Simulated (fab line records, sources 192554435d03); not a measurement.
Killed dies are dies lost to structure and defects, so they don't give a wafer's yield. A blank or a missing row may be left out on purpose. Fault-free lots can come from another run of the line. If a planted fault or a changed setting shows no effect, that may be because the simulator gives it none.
fab line records	flow n5-finfet
record lots=6	wafers=18	last-day=15
route steps=1938 shown BEOL_M13@1665 PASSIVATION@1936
lots that met no fault: from a run of the same line without faults
start-h: hours from the record's first day to the start of the lot's first wafer shown	wait-h: hours from the lot's prior step to this one	" as in the row above	L1.1+2: a row that stands for several wafers	- value missing, or start not given	* or withheld: withheld	< > ~ a bound
route shown NAME@n: names a module that has steps shown in the file, with the first one's number in the route	usual: the fault-free wafers' mean and standard deviation	same: alike in all rows	chamber/n: place in a boat	sites: each site's reading	_std_site: the values' standard deviation	_edge_site: outer sites' mean less inner sites'	radius-mm: for every site, how far away it sits from the centre of the wafer	mask NAME#n: copy n	behind: the tool/chamber that last shaped the wafer	hold: reason for holding the lot/hours on hold/outcome of the hold	device: the transistor (n, p or np) that didn't switch	end of line: the same wafers' tests at the end of the route	step lacking rows: just its recipe	killed: at the first sort, the dies lost to defects and structure; wafer yield is something else	map: a wafer's dies, x killed, . not, _ none there
set.NAME: setting as actually run; set.NAME@STEP: the setting as run at that earlier step	model.NAME: the simulator's own value behind a step, which no gauge read
certain route steps with their lots: each step a table, each wafer a row
services: when a tool's chamber went out of use (start-h, in hours from the record's first day, below 0 if earlier), for how many hours, and the reason
## steps
# step N5_BEOL_M13_EXPOSE_07
# recipe mask-id=V12	na=0.93	source-shape=conventional	sigma-outer=0.6	polarization=unpolarized	attpsm-phase-deg=180	dose-mj=24.8
# step N5_BEOL_M13_PEB_08
# recipe peb-temp-c=130	peb-time-s=90
# step N5_BEOL_M13_DEVELOP_09
# recipe develop-time-s=45	rinse-liquid=diw	dry=air-spin	dev-temp-c=21
# step N5_BEOL_M13_HARDBAKE_14
# recipe temp-c=130	time-s=120
# step N5_BEOL_M13_CD_MEAS_10
# recipe target-cd-nm=190	landing-energy-ev=500	detector=se-inlens	polarity=opening
# usual cd-nm=190.5/1.3
lot.wafer	tool	chamber	start-h	wait-h	cd-nm
L934.2	cd-sem-02	0	256.28	-	189.4
L934.3	"	0	"	"	188.3
L934.6	"	0	"	"	190.3
L937.2	cd-sem-02	0	281.85	-	189.9
L937.3	"	0	"	"	192.0
L937.6	"	0	"	"	190.7
L941.1	cd-sem-01	0	303.67	-	191.1
L941.2	"	0	"	"	190.1
L941.4	"	0	"	"	191.1
L943.1	cd-sem-03	0	309.91	-	189.9
L943.5	"	0	"	"	187.7
L943.6	"	0	"	"	192.6
L942.2	cd-sem-03	0	321.00	-	190.3
L942.4	"	0	"	"	192.2
L942.6	"	0	"	"	191.9
L946.1	cd-sem-01	0	321.52	-	190.3
L946.2	"	0	"	"	189.4
L946.6	"	0	"	"	190.5
# step N5_BEOL_M13_OVL_MEAS_11
# recipe points-per-wafer=44
# usual V12_OVL=-2/5.5
# same points-per-wafer=44
lot.wafer	tool	chamber	start-h	wait-h	V12_OVL[nm]
L934.2	overlay-02	0	256.31	0.0	-6
L934.3	"	0	"	"	-11
L934.6	"	0	"	"	-8
L937.2	overlay-02	0	281.88	0.0	-2
L937.3	"	0	"	"	0
L937.6	"	0	"	"	-4
L941.1	overlay-02	0	303.70	0.0	9
L941.2	"	0	"	"	2
L941.4	"	0	"	"	9
L943.1	overlay-01	0	309.94	0.0	-3
L943.5	"	0	"	"	1
L943.6	"	0	"	"	4
L942.2	overlay-02	0	321.03	0.0	-5
L942.4	"	0	"	"	-5
L942.6	"	0	"	"	-9
L946.1	overlay-02	0	321.55	0.0	-2
L946.2	"	0	"	"	-4
L946.6	"	0	"	"	-5
# step N5_BEOL_M13_INSPECT_12
# recipe mode=adi	inspect-instrument=macro
# usual raw-defect-count=2.0/1.5
lot.wafer	tool	chamber	start-h	wait-h	raw-defect-count
L934.2	defect-inspect-01	-	256.33	0.0	1
L934.3	"	-	"	"	0
L934.6	"	-	"	"	1
L937.2	defect-inspect-01	-	281.91	0.0	3
L937.3	"	-	"	"	2
L937.6	"	-	"	"	2
L941.1	defect-inspect-02	-	303.73	0.0	0
L941.2	"	-	"	"	1
L941.4	"	-	"	"	3
L943.1	defect-inspect-01	-	309.97	0.0	0
L943.5	"	-	"	"	1
L943.6	"	-	"	"	5
L942.2	defect-inspect-02	-	321.06	0.0	0
L942.4	"	-	"	"	2
L942.6	"	-	"	"	5
L946.1	defect-inspect-02	-	321.58	0.0	5
L946.2	"	-	"	"	1
L946.6	"	-	"	"	6
# step N5_BEOL_M13_DESCUM_15
# recipe chemistry=O2	time-s=7.9	source-power-w=50	bias-power-w=20	pressure-mtorr=20	rf-frequency-hz=2.712e+07	temp-c=40	o2-flow-sccm=225
# usual drypump-motor-current-A=5.6/0.36	oes-product-au=0.79/0.079	rf-fwd-power-W=49.48/0.2	rf-vpp-V=243.2/1.2	showerhead-plenum-p-Torr=2.10/0.048	throttle-valve-pct=20.5/0.31
lot.wafer	tool	chamber	start-h	wait-h	drypump-motor-current-A	oes-product-au	rf-fwd-power-W	rf-hours-counter-h	rf-vpp-V	showerhead-plenum-p-Torr	throttle-valve-pct
L934.2	rie-diel-02	3	257.43	1.1	5.2	0.80	49.36	101	243.9	2.11	20.1
L934.3	"	2	"	"	5.5	0.69	49.45	224	243.0	2.06	20.3
L934.6	"	3	"	"	5.2	0.81	49.47	-	244.2	2.11	20.1
L937.2	rie-diel-02	1	282.02	0.1	6.1	0.84	49.62	73	243.5	2.14	20.9
L937.3	"	0	"	"	5.5	0.88	49.57	42	244.7	2.13	20.6
L937.6	"	1	"	"	6.1	0.84	49.64	-	244.6	2.14	21.0
L941.1	rie-diel-04	3	303.79	0.1	5.4	0.72	49.07	205	244.2	2.14	20.3
L941.2	"	1	"	"	5.8	0.79	49.56	131	242.0	2.03	20.4
L941.4	"	1	"	"	5.8	0.79	49.39	-	240.8	2.03	20.4
L943.1	rie-diel-06	2	310.00	0.0	6.0	0.80	49.60	93	243.2	2.04	20.6
L943.5	"	1	"	"	5.3	0.75	49.37	-	243.1	2.09	20.6
L943.6	"	0	"	"	5.0	0.96	49.69	-	244.4	2.13	20.0
L942.2	rie-diel-06	3	321.09	0.0	5.5	0.72	49.31	222	240.5	2.00	20.9
L942.4	"	0	"	"	5.1	0.95	49.13	15	244.2	2.13	20.0
L942.6	"	1	"	"	5.3	0.74	49.66	-	243.5	2.09	20.6
L946.1	rie-diel-06	3	321.61	0.0	5.5	0.73	49.49	222	241.9	2.00	20.9
L946.2	"	2	"	"	5.9	0.79	49.66	96	242.1	2.04	20.6
L946.6	"	2	"	"	5.9	0.81	49.59	-	243.5	2.04	20.6
# step N5_BEOL_M13_ETCH_59
# recipe chemistry=N2/H2	target=BARC	target-depth-a=890	overetch-a=267	time-s=67.9	ion-energy-ev=200	pressure-mtorr=30	source-w=840	bias-w=150	n2-flow-sccm=200	h2-flow-sccm=200
# usual drypump-motor-current-A=5.6/0.36	oes-product-au=0.67/0.063	rf-fwd-power-W=834/3.5	rf-vpp-V=523.9/1.9	showerhead-plenum-p-Torr=2.55/0.061	throttle-valve-pct=17.95/0.25
lot.wafer	tool	chamber	start-h	wait-h	drypump-motor-current-A	oes-product-au	rf-fwd-power-W	rf-hours-counter-h	rf-vpp-V	showerhead-plenum-p-Torr	throttle-valve-pct
L934.2	rie-diel-02	3	257.46	0.0	5.2	0.68	834	101	525.1	2.59	17.70
L934.3	"	2	"	"	5.5	0.60	837	224	524.5	2.54	18.00
L934.6	"	3	"	"	5.2	0.69	832	-	523.8	2.59	17.70
L937.2	rie-diel-02	1	282.05	0.0	6.1	0.72	836	73	524.9	2.58	18.26
L937.3	"	0	"	"	5.4	0.74	835	42	526.2	2.60	18.13
L937.6	"	1	"	"	6.2	0.73	831	-	524.4	2.58	18.24
L941.1	rie-diel-04	3	303.83	0.0	5.3	0.62	830	205	527.8	2.64	18.07
L941.2	"	1	"	"	5.8	0.68	826	131	521.2	2.45	17.83
L941.4	"	1	"	"	5.8	0.67	828	-	521.8	2.45	17.83
L943.1	rie-diel-06	2	310.04	0.0	6.0	0.68	832	93	520.5	2.47	17.90
L943.5	"	1	"	"	5.4	0.63	838	-	523.2	2.53	18.06
L943.6	"	0	"	"	5.1	0.80	839	-	524.6	2.60	17.37
L942.2	rie-diel-06	3	321.13	0.0	5.6	0.61	829	222	520.0	2.42	18.32
L942.4	"	0	"	"	5.1	0.79	834	15	525.0	2.60	17.38
L942.6	"	1	"	"	5.3	0.64	837	-	524.6	2.53	18.06
L946.1	rie-diel-06	3	321.64	0.0	5.5	0.61	831	222	519.4	2.42	18.31
L946.2	"	2	"	"	6.0	0.69	834	96	520.8	2.47	17.91
L946.6	"	2	"	"	6.0	0.68	831	-	521.3	2.47	17.90
# step N5_BEOL_M13_VIA_ETCH_16
# recipe chemistry=C4F8/O2/Ar	target=SiOC	pressure-mtorr=30	source-w=3000	bias-w=700	Ar_flow_sccm=400	C4F8_flow_sccm=15	O2_flow_sccm=8	he-inner-torr=15	he-outer-torr=30	target-depth-a=9217	time-s=withheld	ion-energy-ev=250	ends=cleared
# usual drypump-motor-current-A=5.6/0.36	he-inner-torr=14.998/0.029	oes-product-au=0.71/0.07	rf-fwd-power-W=2995/8.6	rf-vpp-V=665.6/2.4	showerhead-plenum-p-Torr=3.41/0.08	throttle-valve-pct=24.16/0.28
lot.wafer	tool	chamber	start-h	wait-h	drypump-motor-current-A	he-inner-torr	oes-product-au	rf-fwd-power-W	rf-vpp-V	showerhead-plenum-p-Torr	throttle-valve-pct
L934.2	rie-diel-02	3	257.52	0.0	5.2	15.017	0.72	3009	665.6	3.43	23.80
L934.3	"	2	"	"	5.6	15.000	0.62	3004	664.3	3.36	23.93
L934.6	"	3	"	"	5.2	15.020	0.72	3006	666.6	3.43	23.79
L937.2	rie-diel-02	1	282.11	0.0	6.1	15.024	0.77	2997	665.6	3.46	24.62
L937.3	"	0	"	"	5.4	15.021	0.79	2998	666.2	3.47	24.39
L937.6	"	1	"	"	6.1	14.979	0.76	3002	667.0	3.46	24.60
L941.1	rie-diel-04	3	303.88	0.0	5.4	15.017	0.65	2989	669.0	3.50	24.16
L941.2	"	1	"	"	5.9	14.990	0.71	2994	661.7	3.28	23.96
L941.4	"	1	"	"	5.8	14.991	0.72	2999	660.9	3.28	23.97
L943.1	rie-diel-06	2	310.09	0.0	6.0	14.962	0.72	2998	661.5	3.31	24.20
L943.5	"	1	"	"	5.3	14.947	0.67	3001	665.9	3.38	24.26
L943.6	"	0	"	"	5.1	15.024	0.85	2995	668.3	3.51	23.89
L942.2	rie-diel-06	3	321.18	0.0	5.5	14.984	0.65	3005	660.7	3.25	24.53
L942.4	"	0	"	"	5.1	14.987	0.85	3010	666.6	3.51	23.90
L942.6	"	1	"	"	5.3	14.953	0.67	3005	664.4	3.38	24.24
L946.1	rie-diel-06	3	321.70	0.0	5.5	15.035	0.65	2996	661.0	3.25	24.54
L946.2	"	2	"	"	6.0	15.023	0.71	2994	662.7	3.31	24.20
L946.6	"	2	"	"	6.0	14.987	0.71	2984	662.2	3.31	24.21
# step N5_BEOL_M13_STRIP_63
# recipe chemistry=N2/H2	power-w=1000	temp-c=250	h2-frac=0.65	overash-fraction=0.3	pressure-mtorr=1000	n2-flow-sccm=1750	h2-flow-sccm=3250
# usual chamber-pressure-mTorr=1000.1/0.9	drypump-motor-current-A=5.6/0.53	heater-power-w=327/8.2	oes-product-au=0.673/0.0045	strip-time-to-endpoint-s=27.8/1
lot.wafer	tool	chamber	start-h	wait-h	chamber-pressure-mTorr	drypump-motor-current-A	heater-power-w	oes-product-au	rf-hours-counter-h	strip-time-to-endpoint-s
L934.2	plasma-asher-01	0	257.75	-	999.8	5.0	329	0.671	122	27.3
L934.3	"	1	"	"	1000.4	5.8	329	0.674	-	28.1
L934.6	"	0	"	"	1001.2	5.0	333	0.674	-	25.4
L937.2	plasma-asher-02	1	282.34	-	1000.6	5.3	336	0.673	75	28.7
L937.3	"	1	"	"	1000.2	5.3	331	0.675	-	27.8
L937.6	"	0	"	"	1002.0	6.4	335	0.672	-	27.7
L941.1	plasma-asher-01	1	304.12	-	997.2	5.7	316	0.674	131	29.0
L941.2	"	0	"	"	999.2	5.0	319	0.677	131	29.0
L941.4	"	1	"	"	998.9	5.8	311	0.679	-	28.2
L943.1	plasma-asher-01	1	310.32	-	1000.1	5.8	316	0.678	133	29.9
L943.5	"	0	"	"	1000.1	5.0	328	0.670	-	28.5
L943.6	"	1	"	"	1001.6	5.8	317	0.675	-	27.7
L942.2	plasma-asher-01	1	321.41	-	999.6	5.8	316	0.672	135	28.7
L942.4	"	0	"	"	1001.3	5.0	330	0.677	-	26.2
L942.6	"	1	"	"	1000.9	5.8	323	0.674	-	27.1
L946.1	plasma-asher-02	0	321.93	-	1001.5	6.4	335	0.676	83	29.4
L946.2	"	1	"	"	1000.3	5.3	334	0.679	83	29.0
L946.6	"	0	"	"	1000.0	6.4	333	0.668	-	29.1
# step N5_BEOL_M13_STRIP_64
# recipe chemistry=N2/H2	power-w=1000	temp-c=250	h2-frac=0.65	overash-fraction=0.3	pressure-mtorr=withheld	n2-flow-sccm=1750	h2-flow-sccm=3250
# usual drypump-motor-current-A=5.6/0.53	h2-flow-sccm=3248/11	heater-power-w=327/8.3	oes-product-au=0.715/0.0046	strip-time-to-endpoint-s=31.29/0.072
lot.wafer	tool	chamber	start-h	wait-h	drypump-motor-current-A	h2-flow-sccm	heater-power-w	oes-product-au	rf-hours-counter-h	strip-time-to-endpoint-s
L934.2	plasma-asher-01	0	257.81	0.0	5.0	3247	326	0.718	122	31.25
L934.3	"	1	"	"	5.8	3251	317	0.709	-	31.28
L934.6	"	0	"	"	5.0	3249	321	0.714	-	31.25
L937.2	plasma-asher-02	1	282.40	0.0	5.3	3240	337	0.721	75	31.28
L937.3	"	1	"	"	5.3	3257	331	0.717	-	31.33
L937.6	"	0	"	"	6.4	3260	339	0.713	-	31.24
L941.1	plasma-asher-01	1	304.18	0.0	5.8	3266	326	0.712	131	31.36
L941.2	"	0	"	"	5.0	3262	325	0.708	131	31.36
L941.4	"	1	"	"	5.8	3246	318	0.716	-	31.24
L943.1	plasma-asher-01	1	310.38	0.0	5.8	3225	320	0.716	133	31.26
L943.5	"	0	"	"	5.0	3251	323	0.721	-	31.25
L943.6	"	1	"	"	5.7	3240	318	0.707	-	31.31
L942.2	plasma-asher-01	1	321.47	0.0	5.7	3235	314	0.716	135	31.30
L942.4	"	0	"	"	5.0	3245	325	0.717	-	31.27
L942.6	"	1	"	"	5.8	3244	317	0.711	-	31.27
L946.1	plasma-asher-02	0	321.99	0.0	6.4	3246	336	0.715	84	31.20
L946.2	"	1	"	"	5.3	3243	335	0.715	84	31.30
L946.6	"	0	"	"	6.4	3237	340	0.719	-	31.31
# step N5_BEOL_M13_STRIP_71
# recipe chemistry=post-etch-residue-remover	time-s=60	temp-c=25	remover-ph=withheld	remover-water-wt-pct=withheld	remover-fluoride-wt-pct=withheld
# usual run-length-s=67.2/2.2	temp-c=25.00/0.11
lot.wafer	tool	chamber	start-h	wait-h	run-length-s	temp-c
L934.2	wet-bench-04	7	257.90	0.1	65.4	24.99
L934.3	"	2	"	"	66.3	24.81
L934.6	"	5	"	"	67.3	24.88
L937.2	wet-bench-06	6	282.49	0.1	69.0	24.91
L937.3	"	2	"	"	64.8	24.91
L937.6	"	5	"	"	67.4	24.87
L941.1	wet-bench-06	4	304.26	0.1	-	-
L941.2	"	7	"	"	-	-
L941.4	"	0	"	"	-	-
L943.1	wet-bench-06	6	310.47	0.1	-	-
L943.5	"	7	"	"	-	-
L943.6	"	2	"	"	-	-
L942.2	wet-bench-04	3	321.56	0.1	67.9	24.93
L942.4	"	2	"	"	65.0	25.05
L942.6	"	7	"	"	65.9	24.76
L946.1	wet-bench-06	3	322.08	0.1	67.3	25.10
L946.2	"	4	"	"	66.8	25.07
L946.6	"	7	"	"	65.7	25.00
# step N5_BEOL_M13_SRD_72
# recipe time-s=30	temp-c=23	rinse-liquid=diw	dry=n2-spin	spin-rpm=1500	dry-time-s=30
# step N5_PASSIVATION_PROBE_49
# usual defect-limited-yield=91.1/1.3	killed_at_M0_to_M3=35/11	killed_at_M4_up=13/5.4	killed-at-contacts=14/6.5	killed-at-front-end=41/11	killed-at-other=4/3.1	killed-dies=106/15	killed-open=69/12	killed-short=35/7	sort_bin_5_function=5.2/0.86	sort_bin_6_memory=3.4/0.64	sort-n-pass=1074/15	sort-yield-pct=91.0/1.3
# same gross-dies=1180	killed-at-back-side=0	sort_bin_4_leakage[%]=0	sort_bin_8_speed[%]=0
lot.wafer	tool	chamber	start-h	wait-h	defect-limited-yield[%]	killed_at_M0_to_M3	killed_at_M4_up	killed-at-contacts	killed-at-front-end	killed-at-other	killed-dies	killed-open	killed-short	sort_bin_5_function[%]	sort_bin_6_memory[%]	sort-n-pass	sort-yield-pct[%]
L934.2	prober-01	-	293.49	0.1	91.6	46	8	15	28	2	99	64	34	4.7	3.1	1081	91.6
L934.3	prober-01	-	293.54	0.1	91.7	40	16	12	30	0	98	65	29	4.5	3.6	1082	91.7
L934.6	prober-01	-	293.69	0.3	92.6	37	7	22	19	2	87	55	31	4.0	3.1	1093	92.6
L937.2	prober-02	-	314.50	0.1	93.1	28	16	7	28	3	82	56	23	4.4	2.4	1098	93.1
L937.3	prober-02	-	314.55	0.1	93.1	39	8	10	22	3	82	52	26	4.2	2.4	1098	93.1
L937.6	prober-02	-	314.70	0.3	91.4	52	13	9	28	0	102	66	31	5.7	2.7	1078	91.4
L942.2	prober-01	-	352.70	0.1	89.6	44	15	13	46	5	123	86	32	5.9	4.1	1057	89.6
L942.4	prober-01	-	352.80	0.2	90.8	22	16	11	56	3	108	71	33	5.5	3.3	1072	90.8
L942.6	prober-01	-	352.90	0.3	90.3	21	14	21	56	3	115	81	31	6.6	2.6	1065	90.3
L946.1	prober-02	-	353.23	0.0	89.7	35	27	4	53	2	121	85	32	5.8	4.3	1059	89.7
L946.2	prober-02	-	353.28	0.1	91.6	25	14	5	51	4	99	61	34	4.3	3.6	1081	91.6
L946.6	prober-02	-	353.48	0.3	92.2	32	13	1	41	5	92	61	28	5.2	2.4	1088	92.2
# killed by level:class
L934.2 MOL_CONTACT_COAG:geometric-particle:open=12 BEOL_M1:geometric-particle:open=9 FIN_SAQP:geometric-particle:open=8 BEOL_M3:geometric-particle:open=8 BEOL_M3:geometric-particle:short=7 BEOL_M2:geometric-particle:open=6 GATE_CUT:geometric-particle:short=5 BEOL_M0_SAQP:geometric-particle:open=5
L934.3 MOL_CONTACT_COAG:geometric-particle:open=11 BEOL_M0_SAQP:geometric-particle:open=11 STI_FIN_REVEAL:geometric-particle:open=8 BEOL_M0_SAQP:geometric-particle:short=7 DUMMY_GATE:geometric-particle:open=6 BEOL_M3:geometric-particle:open=6 BEOL_M3:geometric-particle:short=6 BEOL_M2:geometric-particle:open=5
L934.6 MOL_CONTACT_COAG:geometric-particle:open=17 BEOL_M0_SAQP:geometric-particle:short=10 BEOL_M3:geometric-particle:short=7 DUMMY_GATE:geometric-particle:open=5 MOL_CONTACT_COAG:geometric-particle:short=5 BEOL_M0_SAQP:geometric-particle:open=4 BEOL_M1:geometric-particle:open=4 BEOL_M2:geometric-particle:open=4
L937.2 STI_FIN_REVEAL:geometric-particle:open=8 BEOL_M1:geometric-particle:open=8 BEOL_M3:geometric-particle:open=8 MOL_CONTACT_COAG:geometric-particle:open=7 BEOL_M4:geometric-particle:open=7 FIN_SAQP:geometric-particle:short=4 DUMMY_GATE:geometric-particle:open=3 ILD0:geometric-particle:short=3
L937.3 BEOL_M3:geometric-particle:open=10 BEOL_M0_SAQP:geometric-particle:open=8 MOL_CONTACT_COAG:geometric-particle:open=7 BEOL_M0_SAQP:geometric-particle:short=7 GATE_CUT:geometric-particle:short=6 BEOL_M1:geometric-particle:open=5 BEOL_M2:geometric-particle:open=5 BEOL_M4:geometric-particle:open=4
L937.6 BEOL_M3:geometric-particle:open=14 BEOL_M0_SAQP:geometric-particle:open=10 BEOL_M1:geometric-particle:open=9 MOL_CONTACT_COAG:geometric-particle:open=8 BEOL_M0_SAQP:geometric-particle:short=8 FIN_SAQP:geometric-particle:short=6 GATE_CUT:geometric-particle:open=5 STI_FIN_REVEAL:geometric-particle:open=4
L942.2 BEOL_M2:geometric-particle:open=19 FIN_SAQP:geometric-particle:open=15 MOL_CONTACT_COAG:geometric-particle:open=11 BEOL_M0_SAQP:geometric-particle:open=11 STI_FIN_REVEAL:geometric-particle:open=8 FIN_SAQP:geometric-particle:short=7 BEOL_M0_SAQP:geometric-particle:short=7 BEOL_M4:geometric-particle:open=4
L942.4 FIN_SAQP:geometric-particle:short=16 FIN_SAQP:geometric-particle:open=14 MOL_CONTACT_COAG:geometric-particle:open=11 STI_FIN_REVEAL:geometric-particle:open=10 BEOL_M0_SAQP:geometric-particle:open=7 BEOL_M2:geometric-particle:open=7 BEOL_M0_SAQP:geometric-particle:short=4 DUMMY_GATE:geometric-particle:short=3
L942.6 STI_FIN_REVEAL:geometric-particle:open=21 MOL_CONTACT_COAG:geometric-particle:open=13 FIN_SAQP:geometric-particle:open=10 MOL_CONTACT_COAG:geometric-particle:short=8 FIN_SAQP:geometric-particle:short=7 BEOL_M2:geometric-particle:open=7 BEOL_M0:geometric-particle:open=5 DUMMY_GATE:geometric-particle:open=4
L946.1 FIN_SAQP:geometric-particle:open=17 BEOL_M4:geometric-particle:open=12 BEOL_M2:geometric-particle:open=10 FIN_SAQP:geometric-particle:short=8 BEOL_M2:geometric-particle:short=7 BEOL_M0_SAQP:geometric-particle:open=7 BEOL_M0_SAQP:geometric-particle:short=6 DUMMY_GATE:geometric-particle:open=5
L946.2 FIN_SAQP:geometric-particle:short=13 FIN_SAQP:geometric-particle:open=12 BEOL_M0_SAQP:geometric-particle:open=9 DUMMY_GATE:geometric-particle:open=7 MOL_CONTACT_COAG:geometric-particle:open=4 STI_FIN_REVEAL:geometric-particle:open=4 ILD0:geometric-particle:short=4 BEOL_M0_SAQP:geometric-particle:short=4
L946.6 FIN_SAQP:geometric-particle:open=14 BEOL_M0_SAQP:geometric-particle:short=12 BEOL_M0_SAQP:geometric-particle:open=11 BEOL_M4:geometric-particle:open=9 FIN_SAQP:geometric-particle:short=7 BEOL_M3:geometric-particle:open=7 STI_FIN_REVEAL:geometric-particle:open=6 GATE_CUT:geometric-particle:open=4
## services
tool	chamber	start-h	hours	kind
rie-diel-06	3	237.11	10.1	repair
rie-diel-06	0	256.68	-	clean
rie-diel-06	0	256.68	-	consumable-replace:focus-ring
rie-diel-06	0	256.68	16.4	scheduled-down
rie-diel-06	0	256.68	16.4	vent-cycle
rie-diel-02	2	262.89	2.0	repair
rie-diel-02	-	275.04	4.0	pm
rie-diel-02	2	291.71	6.1	repair
rie-diel-06	2	293.86	4.5	repair
wet-bench-04	-	297.67	4.6	repair
rie-diel-06	3	298.24	2.1	repair
rie-diel-04	0	299.28	-	clean
rie-diel-04	0	299.28	-	consumable-replace:focus-ring
rie-diel-04	0	299.28	33.5	scheduled-down
rie-diel-04	0	299.28	33.5	vent-cycle
## key
first-sign step=N5_BEOL_M13_STRIP_71	reading=tool-record	direction=missing
effect none on later readings
met-at N5_BEOL_M13_STRIP_71
struck-wafers L941.1,L941.2,L941.4,L943.1,L943.5,L943.6
onset-between 282.49 304.26
fault kind=skipped-step-whole	tool=wet-bench-06	chamber=-	onset-h=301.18	steps=N5_BEOL_M13_STRIP_71	scope=struck-lots-only
